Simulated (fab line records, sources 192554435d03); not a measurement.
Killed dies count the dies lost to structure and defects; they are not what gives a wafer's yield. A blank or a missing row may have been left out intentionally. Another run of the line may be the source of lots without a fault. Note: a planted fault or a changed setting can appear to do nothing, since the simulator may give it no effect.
The same fault as seen by 3 desks ; flow n5 finfet ; every desk sees just its own numbers, and what lay behind them comes last

== METROLOGY DESK ==
Means of the sampled wafers that have a number, per lot and without regard to the tool the lot ran on: this is what the gauges read. Marked OUT: a lot whose mean sits more than 4 standard deviations from the usual mean, which makes it out of limits; the brackets give that distance. 7 of its 12 readings are shown, namely those furthest out on some lot.
Columns: A = NDIPOLE_OVL at N5_HKMG_FIN_OVL_MEAS_50, usual -0.2 nm; B = DIBL_N at N5_BEOL_M4_RC_MEAS_101, usual 36.4 mV/V; C = DIBL_P at N5_BEOL_M4_RC_MEAS_101, usual 36.3 mV/V; D = IOFF_P at N5_BEOL_M4_RC_MEAS_101, usual 0.23 nA/um; E = ION_N at N5_BEOL_M4_RC_MEAS_101, usual 674 uA/um; F = ION_P at N5_BEOL_M4_RC_MEAS_101, usual 464 uA/um; G = VT_P at N5_BEOL_M4_RC_MEAS_101, usual -249 mV
lot;first seen here;A;B;C;D;E;F;G
L659;day 4 07:18;-0.8;35.2;33.5;0.17;653;450;-254
L664;day 5 14:04;-0.2;34.4;33.1;0.16;666;452;-254
L668;day 6 13:27;-0.4;37.4;38.6;0.24;677;464;-250
L671;day 7 08:26;0.8;39.3;38.2;0.25;676;460;-248
L678;day 9 00:56;0.1;35.5;36.2;0.21;673;465;-248
L680;day 9 15:42;0.3;34.4;33.6;0.19;664;462;-251
This desk's verdict: no lot among the 6 shows anything out of limits.

== AT THE TOOL OWNER'S DESK: rie diel-04 ==
The tool's own readings at N5_HKMG_FIN_ETCH_54 (etches SiARC in CF4, target depth 45.5 nm, time 75.8 s): means of the sampled wafers that have a number, for each lot that ran on this tool. Marked OUT: a lot whose mean sits more than 4 standard deviations from the usual mean, which makes it out of limits; the brackets give that distance.
Columns: A = drypump motor current A at N5_HKMG_FIN_ETCH_54, usual 5.7 A; B = etch rf on time s at N5_HKMG_FIN_ETCH_54, usual 76 s; C = oes product au at N5_HKMG_FIN_ETCH_54, usual 0.66 a.u.; D = rf vpp V at N5_HKMG_FIN_ETCH_54, usual 184.1 V; E = showerhead plenum p Torr at N5_HKMG_FIN_ETCH_54, usual 2.15 Torr; F = throttle valve pct at N5_HKMG_FIN_ETCH_54, usual 15.63 %
lot;first seen here;A;B;C;D;E;F
L664;day 5 14:29;6.0;63;0.69;184.8;2.18;15.91
L668;day 6 13:34;5.9;66;0.68;183.8;2.12;15.69
L680;day 9 15:49;5.9;75;0.73;184.8;2.19;15.53
This desk's verdict: no lot among the 3 shows anything out of limits.

== THE DEFECT DESK ==
What the inspections along the route counted, lot by lot: means of the sampled wafers that have a number. Marked OUT: a lot whose mean sits more than 4 standard deviations from the usual mean, which makes it out of limits; the brackets give that distance.
Columns: A = raw defect count at N5_HKMG_FIN_INSPECT_61, usual 1.9
lot;first seen here;A
L659;day 4 07:21;2.3
L664;day 5 14:07;2.0
L668;day 6 13:30;1.0
L671;day 7 08:29;2.0
L678;day 9 00:59;1.3
L680;day 9 15:45;2.0
This desk's verdict: no lot among the 6 shows anything out of limits.

== PUT TOGETHER ==
From the metrology desk's view, nothing was out of limits.
The desk of the tool owner found nothing out of limits.
Nothing the defect desk looked at was out of limits.

== WHAT THE SIMULATOR HAD PUT IN ==
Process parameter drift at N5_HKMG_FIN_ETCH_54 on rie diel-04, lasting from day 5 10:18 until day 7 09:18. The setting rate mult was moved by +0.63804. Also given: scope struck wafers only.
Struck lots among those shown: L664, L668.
